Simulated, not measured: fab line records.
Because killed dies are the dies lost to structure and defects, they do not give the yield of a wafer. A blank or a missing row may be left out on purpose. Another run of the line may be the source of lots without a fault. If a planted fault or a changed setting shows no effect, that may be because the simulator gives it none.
Struck lot and sound lot, side by side | flow nandHarc | 23 out of 1302 route steps
Sound: these wafers, L414.2, L414.5, L414.6. The struck wafers were L428.1, L428.2, L428.6. The cause comes at the end.
At each step with rows: each side's tool, then ch and its chambers, then its first start. Under that, the readings that differ: sound wafers | struck wafers | difference of the means | sigmas: that difference in standard deviations of wafers without a fault.
alike: a reading whose means differ by less than 2 such deviations, as well as words and numbers matching on both sides. not compared: withheld readings; readings where some wafer has no value; bounds like >300 that might hide an equal value; numbers whose values overlap and for which the record gives no deviation.
A row with sigmas, a row that says differs or no value, or rows on one side alone: a step with any of these is where the two part. When numbers do not overlap yet have no deviation, they are printed without sigmas and do not part them. Lack of a reading on every wafer of one side parts them only where that side has two or more wafers.

NHARC_P_M0_INSPECT_27:
  sound on defectInspect-02 at day 6 10:55; struck on defectInspect-01 at day 12 07:43
  alike: rawDefectCount
NHARC_P_M0_PRE_CLEAN_31: time 12 s.
  sound on pecvd-02 ch 0,2, day 6 11:01; struck on pecvd-03 ch 1,2, day 12 07:47
  alike: heaterPowerW, susceptorTempC
NHARC_P_M0_DEP_32: deposits SiCN, target thk 30 nm.
  sound on pecvd-02 ch 0,2, day 6 11:10; struck on pecvd-03 ch 1,2, day 12 07:52
  alike: heaterPowerW, susceptorTempC
then, 8 steps without rows for these wafers: NHARC_P_M1_DEP_00 (deposits SiOC, target thk 182.5 nm); NHARC_P_M1_DEHYDRATE_01 (time 120 s); NHARC_P_M1_HMDS_02 (time 30 s); NHARC_P_M1_COAT_34 (time 65 s); NHARC_P_M1_COAT_03 (resist thk 90 nm); NHARC_P_M1_SOFTBAKE_04 (time 55 s); NHARC_P_M1_EBR_05; NHARC_P_M1_EXPOSE_06 (exposes mask P M1, target cd 130 nm).
NHARC_P_M1_PEB_07: peb time 65 s.
  sound on lithoTrack-06 ch 0, day 6 12:14; struck on lithoTrack-04 ch 0, day 12 09:02
reading               | sound              | struck               | difference | sigmas
heaterPowerTotalW (W) | 155.9 157.2 156.9  | 170.1 169.9 170.3    | +13.4      | +32
plateTempC (C)        | 99.98 100.01 99.92 | 105.92 106.12 106.03 | +6.05      | +43
then, 1 step without rows for these wafers: NHARC_P_M1_DEVELOP_08 (develop time 35 s).
NHARC_P_M1_CD_MEAS_09: target cd 130 nm.
  sound on cdSem-02 ch 0, day 6 12:19; struck on cdSem-01 ch 0, day 12 09:07
reading   | sound             | struck            | difference | sigmas
cdNm (nm) | 129.8 130.2 130.0 | 147.3 149.4 148.0 | +18.2      | +27
NHARC_P_M1_OVL_MEAS_10: pitch 260 nm.
  sound on overlay-02 at day 6 12:25; struck on overlay-01 at day 12 09:11
  alike: overlayXNm, overlayYNm
NHARC_P_M1_INSPECT_11:
  sound on defectInspect-01 at day 6 12:26; struck on defectInspect-01 at day 12 09:14
  alike: rawDefectCount
NHARC_P_M1_DESCUM_14: chemistry O2, time 3 s.
  sound on rieDiel-11 ch 2,3, day 6 12:30; struck on rieDiel-11 ch 0,1, day 12 09:17
reading                  | sound           | struck            | difference | sigmas
drypumpMotorCurrentA (A) | 5.54 5.89 5.55  | 6.50 6.14 6.17    | +0.61      | +2
model.P_M1.cdNm (nm)     | 130.8 130 130.4 | 147.9 149.2 147.7 | +17.9      | 
  alike: oesProductAu, rfVppV, showerheadPlenumPTorr, throttleValvePct
  not compared: rfHoursCounterH
NHARC_P_M1_ETCH_35: etches the open film in N2/H2, target depth 40 nm, overetch 12 nm, time 43.94 s.
  sound on rieDiel-11 ch 0,2,3, day 6 12:37; struck on rieDiel-11 ch 2,3, day 12 09:23
  alike: drypumpMotorCurrentA, oesProductAu, rfVppV, showerheadPlenumPTorr, throttleValvePct
  not compared: rfHoursCounterH
NHARC_P_M1_ETCH_15: etches the open film in C4F8/Ar, target depth 182.5 nm, time 91.2 s.
  sound on rieDiel-11 ch 2,3; struck on rieDiel-11 ch 1,2,3
  alike: oesProductAu, rfVppV
  not compared: rfHoursCounterH
NHARC_P_M1_CD_MEAS_16:
  sound on cdSem-02 at day 6 12:49; struck on cdSem-01 at day 12 09:36
reading   | sound             | struck            | difference | sigmas
cdNm (nm) | 130.8 129.4 131.6 | 147.8 148.9 147.2 | +17.4      | +16
NHARC_P_M1_STRIP_18: strips in N2/H2.
  sound on rieDiel-09 ch 0,1, day 6 12:53; struck on rieDiel-09 ch 1,3, day 12 09:42
  alike: drypumpMotorCurrentA, oesProductAu, rfVppV, showerheadPlenumPTorr, throttleValvePct
  not compared: rfHoursCounterH
NHARC_P_M1_ETCH_28: etches the open film in CF4/N2, target depth 30 nm, time 72.99 s.
  sound on rieDiel-09 ch 1,2; struck on rieDiel-09 ch 0,1,3
reading              | sound           | struck            | difference | sigmas
model.P_M1.cdNm (nm) | 131 128.9 132.3 | 147.9 149.6 148.7 | +18.0      | 
  alike: drypumpMotorCurrentA, oesProductAu, rfVppV, showerheadPlenumPTorr, throttleValvePct
  not compared: rfHoursCounterH
then, 1 step without rows for these wafers: NHARC_P_M1_STRIP_19 (strips in post etch residue remover, time 600 s).

WHERE THEY PART
At NHARC_P_M1_PEB_07 first; at NHARC_P_M1_CD_MEAS_16 last (within this record only). Later steps at which nothing parts them and some readings are alike: NHARC_P_M1_STRIP_18, NHARC_P_M1_ETCH_28.

WHY: whatever the simulator had introduced
Process parameter drift: lithoTrack-04, from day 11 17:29 on, at NHARC_P_M1_PEB_07. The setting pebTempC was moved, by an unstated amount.
